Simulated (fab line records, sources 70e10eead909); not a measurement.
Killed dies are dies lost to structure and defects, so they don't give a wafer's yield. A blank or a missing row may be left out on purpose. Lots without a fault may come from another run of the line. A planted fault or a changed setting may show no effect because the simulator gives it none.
Which tool did it? | flow nand_harc | 24 lots, 72 wafers sampled, at 6 steps of a route of 1302

WHAT THE GAUGES READ, wafer by wafer
The record holds no reading of a measuring or inspecting step that can be judged against a usual standard deviation.

WHICH TOOL RAN EACH LOT (tool, then ch and the chambers of the sampled wafers, then the start)
lot  | NHARC_P_ZERO_WELL_DESCUM_13        | NHARC_P_ZERO_WELL_ETCH_62                     | NHARC_P_GATE_DEP_103            | NHARC_P_GATE_DESCUM_48             | NHARC_P_CONTACT_DEP_00       | NHARC_P_CONTACT_PVD_32
L074 | rie_diel-04 ch 0,1, day 1 21:24    | rie_diel-04 ch 0,1,2, day 4 23:50 or earlier  | pecvd-03 ch 0,1,2, day 4 23:50  | rie_diel-07 ch 0,1,2, day 5 12:23  | pecvd-01 ch 0,1,2, no start  | pvd_sputter-01, no start
L075 | rie_diel-08 ch 0,2,3, day 2 07:25  | rie_diel-08 ch 0,2, day 5 14:35 or earlier    | pecvd-03 ch 1,2, day 5 14:35    | rie_diel-02 ch 1,2,3, day 6 03:19  | pecvd-02 ch 0,1,2, no start  | pvd_sputter-01, no start
L076 | rie_diel-04 ch 0,2,3, day 2 17:25  | rie_diel-04 ch 0,1, day 5 19:01 or earlier    | pecvd-04 ch 0,1,2, day 5 19:01  | rie_diel-10 ch 0,1,2, day 6 07:41  | pecvd-02 ch 1,2, no start    | pvd_sputter-03, no start
L077 | rie_diel-13 ch 0,1,3, day 3 03:17  | rie_diel-13 ch 0,1,3, day 6 08:04 or earlier  | pecvd-04 ch 1,2, day 6 08:04    | rie_diel-10 ch 0,3, day 6 20:49    | pecvd-03 ch 1,2, no start    | pvd_sputter-01, no start
L078 | rie_diel-08 ch 0,1,3, day 3 13:36  | rie_diel-08 ch 0,2,3, day 6 11:21 or earlier  | pecvd-04 ch 1,2, day 6 11:21    | rie_diel-07 ch 0,1,3, day 7 00:02  | pecvd-03 ch 0,1,2, no start  | pvd_sputter-03, no start
L079 | rie_diel-13 ch 0,1,2, day 3 23:25  | rie_diel-13 ch 0,1,3, day 7 00:13 or earlier  | pecvd-04 ch 0,1,2, day 7 00:13  | rie_diel-10 ch 0,1,3, day 7 12:47  | pecvd-03 ch 1,2, no start    | pvd_sputter-01, no start
L080 | rie_diel-04 ch 0,3, day 4 09:25    | rie_diel-04 ch 0,1, day 7 10:19 or earlier    | pecvd-03 ch 1,2, day 7 10:19    | rie_diel-02 ch 0,1,2, day 8 00:54  | pecvd-03 ch 1,2, no start    | pvd_sputter-01, no start
L081 | rie_diel-08 ch 0,3, day 4 19:25    | rie_diel-08 ch 1,2, day 8 01:49 or earlier    | pecvd-02 ch 0,1, day 8 01:49    | rie_diel-02 ch 1,2, day 8 14:30    | pecvd-01 ch 0,1, day 8 21:23 | pvd_sputter-03, no start
L082 | rie_diel-13 ch 2,3, day 5 05:24    | rie_diel-13 ch 0,2,3, day 8 10:11 or earlier  | pecvd-04 ch 1,2, day 8 10:11    | rie_diel-07 ch 2,3, day 8 22:55    | pecvd-02 ch 1,2, no start    | pvd_sputter-01, no start
L083 | rie_diel-13 ch 1,2,3, day 5 15:24  | rie_diel-13 ch 0,1,2, day 8 13:41 or earlier  | pecvd-02 ch 0,1, day 8 13:41    | rie_diel-07 ch 0,1,3, day 9 02:28  | pecvd-01 ch 0,1, day 9 09:17 | pvd_sputter-02, no start
L084 | rie_diel-13 ch 1,2,3, day 6 01:25  | rie_diel-13 ch 0,1,3, day 9 12:14 or earlier  | pecvd-02 ch 0,1,2, day 9 12:14  | rie_diel-10 ch 1,2, day 10 01:04   | pecvd-03 ch 0,1, no start    | pvd_sputter-02, no start
L085 | rie_diel-04 ch 1,3, day 6 11:24    | rie_diel-04 ch 0,2,3, day 9 14:50 or earlier  | pecvd-03 ch 0,1,2, day 9 14:50  | rie_diel-10 ch 1,2,3, day 10 03:30 | pecvd-03 ch 0,1,2, no start  | pvd_sputter-02, no start
L086 | rie_diel-08 ch 0,3, day 6 21:40    | rie_diel-08 ch 0,1,2, day 9 21:41 or earlier  | pecvd-04 ch 0,2, day 9 21:41    | rie_diel-02 ch 0,1,2, day 10 10:30 | pecvd-01 ch 0,1,2, no start  | pvd_sputter-02, no start
L087 | rie_diel-08 ch 0,1,3, day 7 07:33  | rie_diel-08 ch 1,2, day 10 13:31 or earlier   | pecvd-04 ch 0,1,2, day 10 13:31 | rie_diel-07 ch 0,1,3, day 11 02:28 | pecvd-03 ch 0,2, no start    | pvd_sputter-03, no start
L088 | rie_diel-08 ch 0,1, day 7 17:25    | rie_diel-08 ch 0,1,3, day 11 04:04 or earlier | pecvd-04 ch 0,2, day 11 04:04   | rie_diel-10 ch 0,3, day 11 16:47   | pecvd-01 ch 0,1,2, no start  | pvd_sputter-03, no start
L089 | rie_diel-04 ch 0,2, day 8 03:31    | rie_diel-04 ch 1,2, day 11 04:14 or earlier   | pecvd-02 ch 0,1,2, day 11 04:14 | rie_diel-02 ch 1,2,3, day 11 16:59 | pecvd-02 ch 0,1,2, no start  | pvd_sputter-01, no start
L090 | rie_diel-13 ch 0,1,2, day 8 13:24  | rie_diel-13 ch 0,1,3, day 11 22:43 or earlier | pecvd-02 ch 0,1,2, day 11 22:43 | rie_diel-10 ch 0,1,2, day 12 11:23 | pecvd-01 ch 1,2, no start    | pvd_sputter-01, no start
L091 | rie_diel-13 ch 1,2,3, day 8 23:23  | rie_diel-13 ch 0,1,2, day 12 02:44 or earlier | pecvd-02 ch 0,1, day 12 02:44   | rie_diel-07 ch 1,2,3, day 12 15:28 | pecvd-02 ch 0,1,2, no start  | pvd_sputter-03, no start
L092 | rie_diel-08 ch 0,1,2, day 9 09:25  | rie_diel-08 ch 1,2,3, day 12 22:37 or earlier | pecvd-04 ch 0,1,2, day 12 22:37 | rie_diel-10 ch 0,3, day 13 11:19   | pecvd-02 ch 0,1,2, no start  | pvd_sputter-01, no start
L093 | rie_diel-13 ch 1,2, day 9 19:28    | rie_diel-13 ch 1,2, day 13 03:03 or earlier   | pecvd-03 ch 1,2, day 13 03:03   | rie_diel-07 ch 0,1,2, day 13 15:54 | pecvd-03 ch 1,2, no start    | pvd_sputter-03, no start
L094 | rie_diel-04 ch 1,2,3, day 10 05:26 | rie_diel-04 ch 1,3, day 13 09:05 or earlier   | pecvd-02 ch 1,2, day 13 09:05   | rie_diel-10 ch 0,1, day 13 21:40   | pecvd-03 ch 0,1,2, no start  | pvd_sputter-03, no start
L095 | rie_diel-08 ch 0,1,3, day 10 15:24 | rie_diel-08 ch 0,1,2, day 13 13:30 or earlier | pecvd-02 ch 0,1, day 13 13:30   | rie_diel-10 ch 1,2,3, day 14 02:14 | pecvd-02 ch 0,1,2, no start  | pvd_sputter-01, no start
L096 | rie_diel-13 ch 1,2, day 11 01:16   | rie_diel-13 ch 2,3, day 14 04:02 or earlier   | pecvd-04 ch 0,1,2, day 14 04:02 | rie_diel-02 ch 2,3, day 14 16:56   | pecvd-02 ch 0,1,2, no start  | pvd_sputter-02, no start
L097 | rie_diel-13 ch 1,2, day 11 11:17   | rie_diel-13 ch 1,2,3, day 14 14:05 or earlier | pecvd-03 ch 0,1,2, day 14 14:05 | rie_diel-07 ch 0,1, day 15 02:43   | pecvd-01 ch 0,1,2, no start  | pvd_sputter-02, no start
- NHARC_P_ZERO_WELL_DESCUM_13: chemistry O2, time 3 s.
- NHARC_P_ZERO_WELL_ETCH_62: etches the open film in CHF3/Ar, target depth 13 nm, time 6.5 s.
- NHARC_P_GATE_DEP_103: deposits SiON, target thk 30 nm.
- NHARC_P_GATE_DESCUM_48: chemistry O2, time 3 s.
- NHARC_P_CONTACT_DEP_00: deposits SiO2, target thk 500 nm.
- NHARC_P_CONTACT_PVD_32: deposits Ti, target thk 5 nm, time 17.7 s.

WHAT THE TOOLS THEMSELVES READ (means of the sampled wafers that have a number; where no wafer has one, the mark that the record gives instead)
NHARC_P_ZERO_WELL_DESCUM_13.
lot  | tool        | drypump_motor_current_A (A) | oes_product_au (a.u.) | rf_vpp_V (V) | showerhead_plenum_p_Torr (Torr) | throttle_valve_pct (%)
L074 | rie_diel-04 | 5.2                         | 0.988                 | 57.3         | 2.05                            | 11.313
L075 | rie_diel-08 | 5.5                         | 0.996                 | 58.0         | 1.93                            | 11.310
L076 | rie_diel-04 | 6.2                         | 0.998                 | 57.6         | 1.90                            | 11.318
L077 | rie_diel-13 | 6.0                         | 0.995                 | 57.5         | 1.84                            | 11.307
L078 | rie_diel-08 | 5.6                         | 0.996                 | 57.8         | 1.92                            | 11.312
L079 | rie_diel-13 | 5.8                         | 1.006                 | 57.8         | 1.88                            | 11.304
L080 | rie_diel-04 | 6.2                         | 0.999                 | 58.0         | 1.97                            | 11.318
L081 | rie_diel-08 | 5.6                         | 1.001                 | 57.8         | 1.93                            | 11.318
L082 | rie_diel-13 | 6.4                         | 1.006                 | 57.5         | 1.86                            | 11.303
L083 | rie_diel-13 | 6.0                         | 1.004                 | 58.1         | 1.86                            | 11.306
L084 | rie_diel-13 | 6.0                         | 0.994                 | 57.7         | 1.86                            | 11.306
L085 | rie_diel-04 | 5.9                         | 0.991                 | 57.7         | 1.93                            | 11.304
L086 | rie_diel-08 | 5.5                         | 0.998                 | 58.0         | 1.93                            | 11.316
L087 | rie_diel-08 | 5.6                         | 1.002                 | 57.3         | 1.91                            | 11.324
L088 | rie_diel-08 | 5.6                         | 0.996                 | 57.6         | 1.94                            | 11.308
L089 | rie_diel-04 | 6.0                         | 0.999                 | 57.9         | 1.85                            | 11.313
L090 | rie_diel-13 | 5.8                         | 0.994                 | 57.6         | 1.87                            | 11.314
L091 | rie_diel-13 | 6.0                         | 1.006                 | 57.2         | 1.85                            | 11.316
L092 | rie_diel-08 | 5.6                         | 1.013                 | 58.3         | 1.93                            | 11.315
L093 | rie_diel-13 | 5.6                         | 0.999                 | 57.4         | 1.84                            | 11.311
L094 | rie_diel-04 | 5.8                         | 1.010                 | 58.1         | 1.89                            | 11.313
L095 | rie_diel-08 | 5.6                         | 0.997                 | 57.5         | 1.90                            | 11.312
L096 | rie_diel-13 | 5.6                         | 0.998                 | 57.8         | 1.84                            | 11.313
L097 | rie_diel-13 | 5.8                         | 1.006                 | 57.0         | 1.89                            | 11.311

NHARC_P_ZERO_WELL_ETCH_62.
lot  | tool        | drypump_motor_current_A (A) | oes_product_au (a.u.) | rf_fwd_power_W (W) | rf_vpp_V (V) | showerhead_plenum_p_Torr (Torr) | throttle_valve_pct (%)
L074 | rie_diel-04 | 5.6                         | 0.966                 | 488.6              | 370.7        | 2.39                            | 20.217
L075 | rie_diel-08 | 5.5                         | 0.950                 | 488.2              | 372.1        | 2.40                            | 20.222
L076 | rie_diel-04 | 5.7                         | 0.967                 | 486.9              | 373.4        | 2.48                            | 20.221
L077 | rie_diel-13 | 6.0                         | 0.941                 | 486.5              | 367.9        | 2.26                            | 20.212
L078 | rie_diel-08 | 5.5                         | 0.986                 | 488.6              | 370.9        | 2.36                            | 20.224
L079 | rie_diel-13 | 6.0                         | 0.928                 | 487.1              | 368.5        | 2.25                            | 20.224
L080 | rie_diel-04 | 5.2                         | 0.944                 | 488.3              | 374.0        | 2.49                            | 20.216
L081 | rie_diel-08 | 5.6                         | 0.976                 | 489.2              | 371.2        | 2.37                            | 20.218
L082 | rie_diel-13 | 6.1                         | 0.968                 | 487.6              | 369.6        | 2.31                            | 20.209
L083 | rie_diel-13 | 5.8                         | 0.963                 | 488.5              | 369.6        | 2.30                            | 20.214
L084 | rie_diel-13 | 6.0                         | 0.953                 | 486.8              | 368.3        | 2.25                            | 20.216
L085 | rie_diel-04 | 6.1                         | 0.966                 | 488.3              | 370.1        | 2.32                            | 20.218
L086 | rie_diel-08 | 5.6                         | 0.974                 | 488.6              | 371.9        | 2.37                            | 20.216
L087 | rie_diel-08 | 5.8                         | 0.934                 | 490.7              | 371.1        | 2.36                            | 20.220
L088 | rie_diel-08 | 5.7                         | 0.976                 | 488.6              | 370.6        | 2.34                            | 20.220
L089 | rie_diel-04 | 5.2                         | 0.955                 | 484.4              | 370.5        | 2.39                            | 20.214
L090 | rie_diel-13 | 6.0                         | 0.964                 | 487.8              | 368.0        | 2.24                            | 20.211
L091 | rie_diel-13 | 5.8                         | 0.979                 | 488.4              | 369.4        | 2.29                            | 20.217
L092 | rie_diel-08 | 5.6                         | 0.972                 | 488.4              | 370.1        | 2.33                            | 20.222
L093 | rie_diel-13 | 5.6                         | 0.950                 | 489.9              | 369.2        | 2.26                            | 20.216
L094 | rie_diel-04 | 5.3                         | 0.969                 | 487.4              | 372.1        | 2.42                            | 20.213
L095 | rie_diel-08 | 5.6                         | 0.983                 | 488.6              | 371.3        | 2.36                            | 20.217
L096 | rie_diel-13 | 6.4                         | 0.978                 | 486.7              | 369.1        | 2.27                            | 20.219
L097 | rie_diel-13 | 6.0                         | 0.924                 | 487.8              | 369.8        | 2.26                            | 20.220

NHARC_P_GATE_DEP_103.
lot  | tool     | heater_power_w (W) | rf_fwd_power_W (W)
L074 | pecvd-03 | 627                | 348.5
L075 | pecvd-03 | 731                | 347.8
L076 | pecvd-04 | 653                | 348.8
L077 | pecvd-04 | 653                | 348.7
L078 | pecvd-04 | 692                | 348.7
L079 | pecvd-04 | 633                | 349.1
L080 | pecvd-03 | 698                | 347.8
L081 | pecvd-02 | 717                | 348.1
L082 | pecvd-04 | 694                | 347.8
L083 | pecvd-02 | 715                | 346.6
L084 | pecvd-02 | 758                | 348.2
L085 | pecvd-03 | 674                | 348.0
L086 | pecvd-04 | 634                | 347.9
L087 | pecvd-04 | 669                | 348.3
L088 | pecvd-04 | 662                | 350.0
L089 | pecvd-02 | 788                | 348.3
L090 | pecvd-02 | 793                | 348.6
L091 | pecvd-02 | 779                | 347.6
L092 | pecvd-04 | 629                | 349.2
L093 | pecvd-03 | 704                | 348.2
L094 | pecvd-02 | 734                | 347.8
L095 | pecvd-02 | 787                | 347.9
L096 | pecvd-04 | 601                | 348.3
L097 | pecvd-03 | 657                | 348.8

NHARC_P_GATE_DESCUM_48.
lot  | tool        | drypump_motor_current_A (A) | oes_product_au (a.u.) | rf_vpp_V (V) | showerhead_plenum_p_Torr (Torr) | throttle_valve_pct (%)
L074 | rie_diel-07 | 5.4                         | 0.994                 | 57.6         | 1.98                            | 11.307
L075 | rie_diel-02 | 5.7                         | 1.003                 | 57.8         | 1.93                            | 11.310
L076 | rie_diel-10 | 5.6                         | 0.992                 | 58.0         | 1.95                            | 11.315
L077 | rie_diel-10 | 5.5                         | 1.010                 | 58.6         | 1.92                            | 11.315
L078 | rie_diel-07 | 5.5                         | 1.000                 | 59.0         | 1.95                            | 11.309
L079 | rie_diel-10 | 5.7                         | 1.007                 | 57.3         | 1.92                            | 11.310
L080 | rie_diel-02 | 5.6                         | 1.010                 | 57.2         | 1.95                            | 11.310
L081 | rie_diel-02 | 5.8                         | 1.023                 | 58.0         | 1.99                            | 11.308
L082 | rie_diel-07 | 6.2                         | 0.990                 | 58.1         | 1.97                            | 11.321
L083 | rie_diel-07 | 5.5                         | 0.994                 | 57.9         | 1.95                            | 11.316
L084 | rie_diel-10 | 5.7                         | 1.001                 | 57.7         | 2.00                            | 11.306
L085 | rie_diel-10 | 5.7                         | 1.009                 | 58.3         | 1.98                            | 11.321
L086 | rie_diel-02 | 5.6                         | 1.011                 | 57.6         | 1.95                            | 11.311
L087 | rie_diel-07 | 5.5                         | 1.003                 | 57.9         | 1.95                            | 11.304
L088 | rie_diel-10 | 5.6                         | 1.006                 | 58.5         | 1.95                            | 11.320
L089 | rie_diel-02 | 5.8                         | 1.006                 | 57.6         | 1.93                            | 11.304
L090 | rie_diel-10 | 5.6                         | 0.994                 | 58.2         | 1.95                            | 11.310
L091 | rie_diel-07 | 5.6                         | 0.999                 | 58.4         | 2.00                            | 11.312
L092 | rie_diel-10 | 5.5                         | 1.004                 | 57.4         | 1.92                            | 11.299
L093 | rie_diel-07 | 5.4                         | 1.001                 | 58.7         | 1.98                            | 11.300
L094 | rie_diel-10 | 5.6                         | 0.996                 | 57.3         | 1.89                            | 11.308
L095 | rie_diel-10 | 5.8                         | 0.997                 | 58.0         | 1.98                            | 11.320
L096 | rie_diel-02 | 5.9                         | 1.018                 | 58.4         | 1.91                            | 11.314
L097 | rie_diel-07 | 5.0                         | 1.000                 | 58.0         | 1.98                            | 11.320

NHARC_P_CONTACT_DEP_00.
lot  | tool     | chamber_pressure_Torr (Torr) | heater_power_w (W) | rf_fwd_power_W (W) | throttle_valve_pct (%)
L074 | pecvd-01 | 6.508                        | 553                | 897.5              | 16.1
L075 | pecvd-02 | 6.494                        | 553                | 898.1              | 16.1
L076 | pecvd-02 | 6.498                        | 502                | 899.0              | 16.3
L077 | pecvd-03 | 6.511                        | 542                | 895.1              | 15.9
L078 | pecvd-03 | 6.501                        | 518                | 898.5              | 15.6
L079 | pecvd-03 | 6.514                        | 570                | 898.9              | 15.9
L080 | pecvd-03 | 6.494                        | 541                | 898.4              | 15.8
L081 | pecvd-01 | 6.499                        | 467                | 898.1              | 16.2
L082 | pecvd-02 | 6.498                        | 531                | 894.7              | 16.1
L083 | pecvd-01 | 6.498                        | 565                | 897.0              | 15.9
L084 | pecvd-03 | 6.492                        | 460                | 898.1              | 15.9
L085 | pecvd-03 | 6.492                        | 479                | 898.5              | 15.5
L086 | pecvd-01 | 6.490                        | 550                | 897.0              | 16.2
L087 | pecvd-03 | 6.491                        | 451                | 899.5              | 15.6
L088 | pecvd-01 | 6.509                        | 530                | 898.0              | 16.3
L089 | pecvd-02 | 6.514                        | 542                | 896.4              | 16.2
L090 | pecvd-01 | 6.493                        | 662                | 896.2              | 15.9
L091 | pecvd-02 | 6.508                        | 579                | 896.6              | 16.2
L092 | pecvd-02 | 6.499                        | 510                | 895.7              | 16.2
L093 | pecvd-03 | 6.500                        | 502                | 895.9              | 15.7
L094 | pecvd-03 | 6.497                        | 432                | 898.0              | 15.8
L095 | pecvd-02 | 6.499                        | 516                | 899.5              | 16.2
L096 | pecvd-02 | 6.498                        | 575                | 898.2              | 16.4
L097 | pecvd-01 | 6.495                        | 529                | 898.8              | 16.0

NHARC_P_CONTACT_PVD_32.
lot  | tool           | throttle_valve_pct (%)
L074 | pvd_sputter-01 | 29.6
L075 | pvd_sputter-01 | 30.6
L076 | pvd_sputter-03 | 29.9
L077 | pvd_sputter-01 | 30.5
L078 | pvd_sputter-03 | 30.6
L079 | pvd_sputter-01 | 30.6
L080 | pvd_sputter-01 | 29.5
L081 | pvd_sputter-03 | 30.3
L082 | pvd_sputter-01 | 29.3
L083 | pvd_sputter-02 | 29.7
L084 | pvd_sputter-02 | 29.8
L085 | pvd_sputter-02 | 29.9
L086 | pvd_sputter-02 | 30.1
L087 | pvd_sputter-03 | 30.9
L088 | pvd_sputter-03 | 30.9
L089 | pvd_sputter-01 | 30.5
L090 | pvd_sputter-01 | 30.3
L091 | pvd_sputter-03 | 30.8
L092 | pvd_sputter-01 | 30.5
L093 | pvd_sputter-03 | 31.2
L094 | pvd_sputter-03 | 30.5
L095 | pvd_sputter-01 | 30.4
L096 | pvd_sputter-02 | 30.1
L097 | pvd_sputter-02 | 30.2

THE ANSWER, worked out from the rows above alone
Rule: what is usual is taken from the lots themselves. Put in order of their means at a reading, lots are off if they are a third of the lots or fewer, leave a main group of 4 or more, and stand apart from it by a gap of 3 or more times the standard deviation of the main group's means; of several such gaps the widest counts. A main group whose means are all the same, to the digits that the tables above print for the reading, isn't used. A lot without any number at a reading at which 4 lots or more have one is off too. The other lots that the step has rows for count as sound. The gauges are gone through in route order, then the tools' own readings, and for those a lot's mean is taken as printed above. The first step at which some lot is off is used, and at that step the reading that is off furthest; a lot without a number counts as furthest.
No lot is off at any reading shown: from this, nothing can be told.

WHAT THE SIMULATOR HAD PUT IN
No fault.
